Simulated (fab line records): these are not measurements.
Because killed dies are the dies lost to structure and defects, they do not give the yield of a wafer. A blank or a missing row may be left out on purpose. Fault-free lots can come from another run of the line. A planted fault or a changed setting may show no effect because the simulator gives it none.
Chamber matching	flow n5_finfet	cmp-03 running N5_SDB_CMP_30: 4 sister chambers
The step polishes, stops on poly-Si, t overpolish 1.54 s, target thk 30 nm. 8 wafers are shown with their chamber, then 10 later ones without.

## WAFERS PAIRED WITH THEIR CHAMBERS
wafer	chamber	motor_current_A (A)	time_to_endpoint_s (s)
L084.3	3	14.1	20.5
L084.6	0	11.6	19.2
L086.4	0	10.9	19.5
L087.2	3	14.1	18.6
L087.5	2	12.2	15.7
L087.6	1	11.4	17.8
L088.2	1	13.2	15.0
L088.3	2	11.9	12.0

## WAFERS WITH NO CHAMBER GIVEN
wafer	motor_current_A (A)	time_to_endpoint_s (s)
L088.5	14.0	16.4
L091.4	12.4	17.8
L091.5	11.8	15.0
L091.6	12.6	17.8
L092.1	11.3	21.7
L092.4	11.9	17.5
L092.6	10.8	19.7
L097.1	12.2	14.8
L097.4	13.8	18.4
L097.5	13.7	19.4

## WHICH CHAMBER EACH ONE RAN IN
wafer	from the rows above	in truth
L088.5	can't be placed: 3 or 1 or 2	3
L091.4	can't be placed: 1 or 0 or 2 or 3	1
L091.5	can't be placed: 2 or 1 or 0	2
L091.6	can't be placed: 1 or 0 or 2 or 3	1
L092.1	can't be placed: 0 or 1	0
L092.4	can't be placed: 1 or 0 or 2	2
L092.6	0	0
L097.1	can't be placed: 2 or 1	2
L097.4	can't be placed: 3 or 1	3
L097.5	3	3
Correct placement for 2 of the 10. These rows do not allow placing 8 (true chamber among the candidates in 8). Number placed wrongly: 0.
How it was worked out, from the rows above alone: a wafer's distance from a chamber is the root of the sum, over the readings, of the square of ((its reading less the chamber's mean) divided by the reading's scatter). The wafer belongs to the nearest chamber; if the next one is less than 2 further off, it can't be placed. Each chamber's mean is taken over the wafers shown for it. The scatter: the root of (the sum of the squares of (reading less its chamber's mean) over the shown wafers, divided by (wafers less chambers)).
